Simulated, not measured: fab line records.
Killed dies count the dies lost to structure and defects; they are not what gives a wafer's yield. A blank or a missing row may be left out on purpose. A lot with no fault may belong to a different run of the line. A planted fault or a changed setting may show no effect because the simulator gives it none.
A lot that was struck, set against a sound lot ; flow n5Finfet ; 15 steps out of a route of 1938
Sound: these wafers, L407.3, L407.4, L407.6. Wafers struck: L413.3, L413.4. At the end, the cause is stated.
Order at every step that has rows: each side's tool, ch and its chambers, its first start. Under that, the readings that differ: sound wafers ; struck wafers ; difference of the means ; sigmas: that difference in standard deviations of wafers without a fault.
alike: same words and numbers on both sides, and readings whose means sit less than 2 such deviations apart. not compared: any withheld reading, any reading some wafer has no value for, any bound like >300 that may hide the same value, and any number with overlapping values for which the record gives no deviation.
A row with sigmas, a row that says differs or no value, or rows on one side alone: a step with any of these is where the two part. When numbers do not overlap yet have no deviation, they are printed without sigmas and do not part them. A reading that every wafer of one side lacks parts them only if that side has two wafers or more.

first, 6 steps without rows for these wafers: N5_BEOL_M5_COAT_22 (resist thk 30 nm); N5_BEOL_M5_EBR_24; N5_BEOL_M5_SOFTBAKE_23 (time 60 s); N5_BEOL_M5_EXPOSE_25 (exposes mask V4, defocus 10 nm); N5_BEOL_M5_PEB_26 (peb time 60 s); N5_BEOL_M5_DEVELOP_27 (develop time 30 s).
N5_BEOL_M5_CD_MEAS_28: target cd 30.6 nm, target cd y 20 nm.
  sound on cdSem-01 ch 0, day 10 10:13; struck on cdSem-03 ch 0, day 11 12:04
  alike: cdNm
N5_BEOL_M5_OVL_MEAS_29:
  sound on overlay-01 ch 0, day 10 10:15; struck on overlay-02 ch 0, day 11 12:07
  alike: V4_OVL
N5_BEOL_M5_INSPECT_30: inspects for defects (brightfield).
  struck on defectInspect-02, day 11 12:10; sound on defectInspect-01, day 10 10:18
  alike: rawDefectCount
N5_BEOL_M5_DESCUM_33: chemistry O2, time 7 s.
  sound on rieDiel-02 ch 1,2,3, day 10 10:20; struck on rieDiel-02 ch 1,3, day 11 12:28
  alike: drypumpMotorCurrentA, oesProductAu, rfVppV, showerheadPlenumPTorr, throttleValvePct
  not compared: rfHoursCounterH
N5_BEOL_M5_ETCH_75: etches underlayer in N2/H2, target depth 6.5 nm, time 5.2 s.
  sound on rieDiel-02 ch 1,2,3, day 10 10:22; struck on rieDiel-02 ch 1,3, day 11 12:30
  alike: drypumpMotorCurrentA, etchRfOnTimeS, h2FlowSccm, oesProductAu, rfVppV, showerheadPlenumPTorr, throttleValvePct
  not compared: rfHoursCounterH
N5_BEOL_M5_ETCH_67: etches SiARC in CF4, target depth 15.6 nm, time 26 s.
  sound on rieDiel-02 ch 1,2,3, day 10 10:23; struck on rieDiel-02 ch 1,3, day 11 12:31
  alike: drypumpMotorCurrentA, etchRfOnTimeS, oesProductAu, rfVppV, showerheadPlenumPTorr, throttleValvePct
  not compared: rfHoursCounterH
N5_BEOL_M5_ETCH_68: etches SOC in N2/H2, target depth 80 nm, overetch 16 nm, time 120 s.
  sound on rieDiel-02 ch 1,2,3, day 10 10:25; struck on rieDiel-02 ch 1,3, day 11 12:33
reading;sound;struck;difference;sigmas
runLengthS (s);142.6 143.6 142.7;156.2 156.0;+13.1;+34
model.SiARC_of_BEOL_M5_COAT_66.thkNm (nm);6.4 6.2 6.2;5.6 6;-0.5;
  alike: drypumpMotorCurrentA, h2FlowSccm, oesProductAu, rfVppV, showerheadPlenumPTorr, throttleValvePct
  not compared: rfHoursCounterH
then, 1 step without rows for these wafers: N5_BEOL_M5_STRIP_69 (strips in N2/H2).
-- a jump in the record: the struck wafers' starts before and after are 4 days apart (it breaks off in module BEOL_M5 and resumes in module PASSIVATION, where the first step shown is number 1936 of the route) --
N5_PASSIVATION_PROBE_49:
  struck on prober-02, day 15 16:45; sound on prober-02, day 14 13:50
reading;sound;struck;difference;sigmas
defectLimitedYield (%);93.6 90.9 93.1;90.1 86.5;-4.2;-3
killedAtFrontEnd;19 31 26;53 93;+48;+4
killedDies;75 107 82;117 159;+50;+3
killedOpen;50 69 60;82 119;+41;+3
sort_bin_5_function (%);3.6 4.4 4.3;5.8 7.5;+2.6;+3
sort_bin_6_memory (%);2.5 4.2 2.3;3.6 5.6;+1.6;+2
sortNPass;1105 1073 1098;1063 1021;-50;-3
sortYieldPct (%);93.6 90.9 93.1;90.1 86.5;-4.2;-3
  alike: killed_at_M0_to_M3, killed_at_M4_up, killedAtContacts, killedAtOther, killedShort, sort_bin_4_leakage

== WHERE THEY PART ==
Last at N5_PASSIVATION_PROBE_49 as far as this record goes, first at N5_BEOL_M5_ETCH_68.

WHY: what the simulator had put in
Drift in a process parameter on rieDiel-02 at N5_BEOL_M5_ETCH_68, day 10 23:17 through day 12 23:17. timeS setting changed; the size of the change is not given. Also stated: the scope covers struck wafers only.
